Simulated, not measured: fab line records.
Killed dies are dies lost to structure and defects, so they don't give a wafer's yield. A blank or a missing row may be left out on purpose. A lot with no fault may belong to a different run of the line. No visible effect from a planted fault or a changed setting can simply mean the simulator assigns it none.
Chamber matching || flow n5_finfet || N5_BEOL_M0_SAQP_HM_OPEN_112 on rie_diel-04 has 4 sister chambers
The step chemistry CHF3/O2, target SiO2, stops on a-Si, target depth 12 nm, time 13.5 s. 30 wafers are shown with their chamber, then 12 later ones without.

WAFERS, EACH WITH ITS CHAMBER
{"wafer": "L074.2", "chamber": 3, "showerhead_plenum_p_Torr (Torr)": 2.56, "rf_vpp_V (V)": 515, "oes_product_au (a.u.)": 0.59}
{"wafer": "L074.4", "chamber": 0, "showerhead_plenum_p_Torr (Torr)": 2.31, "rf_vpp_V (V)": 515, "oes_product_au (a.u.)": 0.47}
{"wafer": "L074.6", "chamber": 2, "showerhead_plenum_p_Torr (Torr)": 2.42, "rf_vpp_V (V)": 512, "oes_product_au (a.u.)": 0.49}
{"wafer": "L075.1", "chamber": 1, "showerhead_plenum_p_Torr (Torr)": 2.49, "rf_vpp_V (V)": 531, "oes_product_au (a.u.)": 0.44}
{"wafer": "L075.4", "chamber": 0, "showerhead_plenum_p_Torr (Torr)": 2.31, "rf_vpp_V (V)": 517, "oes_product_au (a.u.)": 0.47}
{"wafer": "L075.6", "chamber": 1, "showerhead_plenum_p_Torr (Torr)": 2.49, "rf_vpp_V (V)": 533, "oes_product_au (a.u.)": 0.44}
{"wafer": "L079.1", "chamber": 1, "showerhead_plenum_p_Torr (Torr)": 2.49, "rf_vpp_V (V)": 532, "oes_product_au (a.u.)": 0.45}
{"wafer": "L079.2", "chamber": 3, "showerhead_plenum_p_Torr (Torr)": 2.56, "rf_vpp_V (V)": 514, "oes_product_au (a.u.)": 0.57}
{"wafer": "L079.3", "chamber": 0, "showerhead_plenum_p_Torr (Torr)": 2.30, "rf_vpp_V (V)": 517, "oes_product_au (a.u.)": 0.47}
{"wafer": "L079.4", "chamber": 2, "showerhead_plenum_p_Torr (Torr)": 2.41, "rf_vpp_V (V)": 511, "oes_product_au (a.u.)": 0.50}
{"wafer": "L079.5", "chamber": 1, "showerhead_plenum_p_Torr (Torr)": 2.49, "rf_vpp_V (V)": 530, "oes_product_au (a.u.)": 0.44}
{"wafer": "L079.6", "chamber": 0, "showerhead_plenum_p_Torr (Torr)": 2.30, "rf_vpp_V (V)": 516, "oes_product_au (a.u.)": 0.47}
{"wafer": "L081.3", "chamber": 0, "showerhead_plenum_p_Torr (Torr)": 2.30, "rf_vpp_V (V)": 515, "oes_product_au (a.u.)": 0.47}
{"wafer": "L081.5", "chamber": 1, "showerhead_plenum_p_Torr (Torr)": 2.49, "rf_vpp_V (V)": 531, "oes_product_au (a.u.)": 0.45}
{"wafer": "L081.6", "chamber": 0, "showerhead_plenum_p_Torr (Torr)": 2.30, "rf_vpp_V (V)": 517, "oes_product_au (a.u.)": 0.46}
{"wafer": "L085.2", "chamber": 1, "showerhead_plenum_p_Torr (Torr)": 2.49, "rf_vpp_V (V)": 532, "oes_product_au (a.u.)": 0.44}
{"wafer": "L085.3", "chamber": 3, "showerhead_plenum_p_Torr (Torr)": 2.55, "rf_vpp_V (V)": 515, "oes_product_au (a.u.)": 0.56}
{"wafer": "L085.5", "chamber": 1, "showerhead_plenum_p_Torr (Torr)": 2.49, "rf_vpp_V (V)": 532, "oes_product_au (a.u.)": 0.45}
{"wafer": "L084.3", "chamber": 0, "showerhead_plenum_p_Torr (Torr)": 2.30, "rf_vpp_V (V)": 516, "oes_product_au (a.u.)": 0.47}
{"wafer": "L084.4", "chamber": 2, "showerhead_plenum_p_Torr (Torr)": 2.41, "rf_vpp_V (V)": 513, "oes_product_au (a.u.)": 0.48}
{"wafer": "L084.5", "chamber": 3, "showerhead_plenum_p_Torr (Torr)": 2.55, "rf_vpp_V (V)": 514, "oes_product_au (a.u.)": 0.57}
{"wafer": "L086.1", "chamber": 3, "showerhead_plenum_p_Torr (Torr)": 2.55, "rf_vpp_V (V)": 514, "oes_product_au (a.u.)": 0.57}
{"wafer": "L086.3", "chamber": 2, "showerhead_plenum_p_Torr (Torr)": 2.41, "rf_vpp_V (V)": 511, "oes_product_au (a.u.)": 0.48}
{"wafer": "L086.5", "chamber": 1, "showerhead_plenum_p_Torr (Torr)": 2.49, "rf_vpp_V (V)": 530, "oes_product_au (a.u.)": 0.45}
{"wafer": "L087.1", "chamber": 1, "showerhead_plenum_p_Torr (Torr)": 2.48, "rf_vpp_V (V)": 532, "oes_product_au (a.u.)": 0.44}
{"wafer": "L087.2", "chamber": 2, "showerhead_plenum_p_Torr (Torr)": 2.41, "rf_vpp_V (V)": 512, "oes_product_au (a.u.)": 0.48}
{"wafer": "L087.3", "chamber": 3, "showerhead_plenum_p_Torr (Torr)": 2.55, "rf_vpp_V (V)": 517, "oes_product_au (a.u.)": 0.56}
{"wafer": "L087.4", "chamber": 0, "showerhead_plenum_p_Torr (Torr)": 2.30, "rf_vpp_V (V)": 516, "oes_product_au (a.u.)": 0.46}
{"wafer": "L087.5", "chamber": 0, "showerhead_plenum_p_Torr (Torr)": 2.30, "rf_vpp_V (V)": 517, "oes_product_au (a.u.)": 0.46}
{"wafer": "L087.6", "chamber": 3, "showerhead_plenum_p_Torr (Torr)": 2.55, "rf_vpp_V (V)": 516, "oes_product_au (a.u.)": 0.56}

SIGNATURES (means of the wafers above)
{"reading": "showerhead_plenum_p_Torr", "chamber 0": 2.3022, "chamber 1": 2.4889, "chamber 2": 2.4120, "chamber 3": 2.5529, "scatter within a chamber": 0.00424}
{"reading": "rf_vpp_V", "chamber 0": 516.22, "chamber 1": 531.44, "chamber 2": 511.80, "chamber 3": 515.00, "scatter within a chamber": 0.972}
{"reading": "oes_product_au", "chamber 0": 0.4667, "chamber 1": 0.4444, "chamber 2": 0.4860, "chamber 3": 0.5686, "scatter within a chamber": 0.00741}
Rule: a wafer's distance from a chamber is the root of the sum, over the readings, of the square of ((its reading less the chamber's mean) divided by the reading's scatter). The wafer belongs to the nearest chamber; if the next one is less than 2 further off, it can't be placed. The scatter: take each reading less its chamber's mean, square it, sum over the shown wafers, divide by the number of wafers less the number of chambers, and take the root.

WAFERS WITH NO CHAMBER GIVEN
{"wafer": "L094.1", "showerhead_plenum_p_Torr (Torr)": 2.30, "rf_vpp_V (V)": 516, "oes_product_au (a.u.)": 0.46}
{"wafer": "L094.5", "showerhead_plenum_p_Torr (Torr)": 2.40, "rf_vpp_V (V)": 513, "oes_product_au (a.u.)": 0.47}
{"wafer": "L094.6", "showerhead_plenum_p_Torr (Torr)": 2.55, "rf_vpp_V (V)": 514, "oes_product_au (a.u.)": 0.55}
{"wafer": "L095.1", "showerhead_plenum_p_Torr (Torr)": 2.40, "rf_vpp_V (V)": 514, "oes_product_au (a.u.)": 0.47}
{"wafer": "L095.2", "showerhead_plenum_p_Torr (Torr)": 2.29, "rf_vpp_V (V)": 515, "oes_product_au (a.u.)": 0.44}
{"wafer": "L095.3", "showerhead_plenum_p_Torr (Torr)": 2.55, "rf_vpp_V (V)": 515, "oes_product_au (a.u.)": 0.54}
{"wafer": "L095.4", "showerhead_plenum_p_Torr (Torr)": 2.29, "rf_vpp_V (V)": 517, "oes_product_au (a.u.)": 0.46}
{"wafer": "L095.5", "showerhead_plenum_p_Torr (Torr)": 2.55, "rf_vpp_V (V)": 514, "oes_product_au (a.u.)": 0.55}
{"wafer": "L095.6", "showerhead_plenum_p_Torr (Torr)": 2.40, "rf_vpp_V (V)": 513, "oes_product_au (a.u.)": 0.47}
{"wafer": "L097.2", "showerhead_plenum_p_Torr (Torr)": 2.29, "rf_vpp_V (V)": 517, "oes_product_au (a.u.)": 0.45}
{"wafer": "L097.3", "showerhead_plenum_p_Torr (Torr)": 2.55, "rf_vpp_V (V)": 516, "oes_product_au (a.u.)": 0.54}
{"wafer": "L097.5", "showerhead_plenum_p_Torr (Torr)": 2.55, "rf_vpp_V (V)": 514, "oes_product_au (a.u.)": 0.55}

EACH ONE'S CHAMBER
{"wafer": "L094.1", "from the rows above": 0, "in truth": 0}
{"wafer": "L094.5", "from the rows above": 2, "in truth": 2}
{"wafer": "L094.6", "from the rows above": 3, "in truth": 3}
{"wafer": "L095.1", "from the rows above": 2, "in truth": 2}
{"wafer": "L095.2", "from the rows above": 0, "in truth": 0}
{"wafer": "L095.3", "from the rows above": 3, "in truth": 3}
{"wafer": "L095.4", "from the rows above": 0, "in truth": 0}
{"wafer": "L095.5", "from the rows above": 3, "in truth": 3}
{"wafer": "L095.6", "from the rows above": 2, "in truth": 2}
{"wafer": "L097.2", "from the rows above": 0, "in truth": 0}
{"wafer": "L097.3", "from the rows above": 3, "in truth": 3}
{"wafer": "L097.5", "from the rows above": 3, "in truth": 3}
Correct placement for 12 of the 12. Not placeable from these rows: 0. Number placed wrongly: 0.
